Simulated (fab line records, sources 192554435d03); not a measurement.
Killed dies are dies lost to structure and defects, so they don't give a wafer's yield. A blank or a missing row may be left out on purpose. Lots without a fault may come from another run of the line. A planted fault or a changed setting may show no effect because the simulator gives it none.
Chamber matching | flow n5_finfet | N5_HKMG_FIN_ETCH_86 on rie_diel-05: 4 sister chambers
The step etches SOC in N2/H2, stops on TiN, target depth 393.2 nm. 24 wafers are shown with their chamber, then 12 later ones without.

WAFERS WITH THEIR CHAMBER
wafer  | chamber | drypump_motor_current_A (A) | showerhead_plenum_p_Torr (Torr) | throttle_valve_pct (%)
L077.1 | 3       | 4.9                         | 2.66                            | 17.87
L077.3 | 0       | 5.9                         | 2.49                            | 17.88
L077.6 | 0       | 5.9                         | 2.49                            | 17.87
L078.1 | 2       | 5.6                         | 2.40                            | 18.04
L078.4 | 3       | 4.8                         | 2.65                            | 17.88
L078.5 | 2       | 5.5                         | 2.40                            | 18.02
L079.1 | 2       | 5.5                         | 2.40                            | 18.02
L079.4 | 3       | 4.8                         | 2.65                            | 17.88
L079.6 | 1       | 5.2                         | 2.59                            | 18.05
L080.1 | 3       | 4.9                         | 2.65                            | 17.90
L080.3 | 1       | 5.2                         | 2.59                            | 18.06
L080.5 | 2       | 5.5                         | 2.40                            | 18.04
L082.1 | 0       | 5.9                         | 2.49                            | 17.44
L082.5 | 1       | 5.2                         | 2.59                            | 18.07
L082.6 | 3       | 4.9                         | 2.65                            | 17.90
L083.4 | 3       | 4.8                         | 2.65                            | 17.89
L083.5 | 1       | 5.2                         | 2.59                            | 18.08
L083.6 | 0       | 5.9                         | 2.49                            | 17.42
L084.2 | 2       | 5.6                         | 2.72                            | 17.57
L084.4 | 3       | 4.8                         | 2.65                            | 17.91
L084.5 | 2       | 5.5                         | 2.72                            | 17.58
L085.2 | 1       | 5.2                         | 2.59                            | 18.07
L085.4 | 3       | 4.9                         | 2.65                            | 17.92
L085.6 | 1       | 5.2                         | 2.59                            | 18.10

SIGNATURES (means of the wafers above)
reading                  | chamber 0 | chamber 1 | chamber 2 | chamber 3 | scatter within a chamber
drypump_motor_current_A  | 5.900     | 5.200     | 5.533     | 4.850     | 0.0408
showerhead_plenum_p_Torr | 2.4900    | 2.5900    | 2.5067    | 2.6513    | 0.0827
throttle_valve_pct       | 17.6525   | 18.0717   | 17.8783   | 17.8938   | 0.155
Rule: a wafer's distance from a chamber is the root of the sum, over the readings, of the square of ((its reading less the chamber's mean) divided by the reading's scatter). The wafer belongs to the nearest chamber; if the next one is less than 2 further off, it can't be placed. The scatter: the root of (the sum of the squares of (reading less its chamber's mean) over the shown wafers, divided by (wafers less chambers)).

WAFERS WITHOUT THEIR CHAMBER
wafer  | drypump_motor_current_A (A) | showerhead_plenum_p_Torr (Torr) | throttle_valve_pct (%)
L088.1 | 5.9                         | 2.48                            | 17.45
L088.4 | 4.9                         | 2.64                            | 17.91
L088.6 | 4.9                         | 2.64                            | 17.92
L090.3 | 5.6                         | 2.72                            | 17.56
L090.4 | 5.9                         | 2.48                            | 17.47
L090.5 | 5.9                         | 2.48                            | 17.45
L094.1 | 4.8                         | 2.64                            | 17.94
L094.3 | 5.9                         | 2.48                            | 17.49
L094.4 | 5.5                         | 2.71                            | 17.59
L095.2 | 5.9                         | 2.48                            | 17.49
L095.3 | 5.2                         | 2.58                            | 18.11
L095.4 | 5.6                         | 2.71                            | 17.59

WHICH CHAMBER EACH WENT THROUGH
wafer  | from the rows above | in truth
L088.1 | 0                   | 0
L088.4 | 3                   | 3
L088.6 | 3                   | 3
L090.3 | 2                   | 2
L090.4 | 0                   | 0
L090.5 | 0                   | 0
L094.1 | 3                   | 3
L094.3 | 0                   | 0
L094.4 | 2                   | 2
L095.2 | 0                   | 0
L095.3 | 1                   | 1
L095.4 | 2                   | 2
Placed correctly: 12 of 12. Can't be placed from these rows: 0. Placed wrongly: 0.
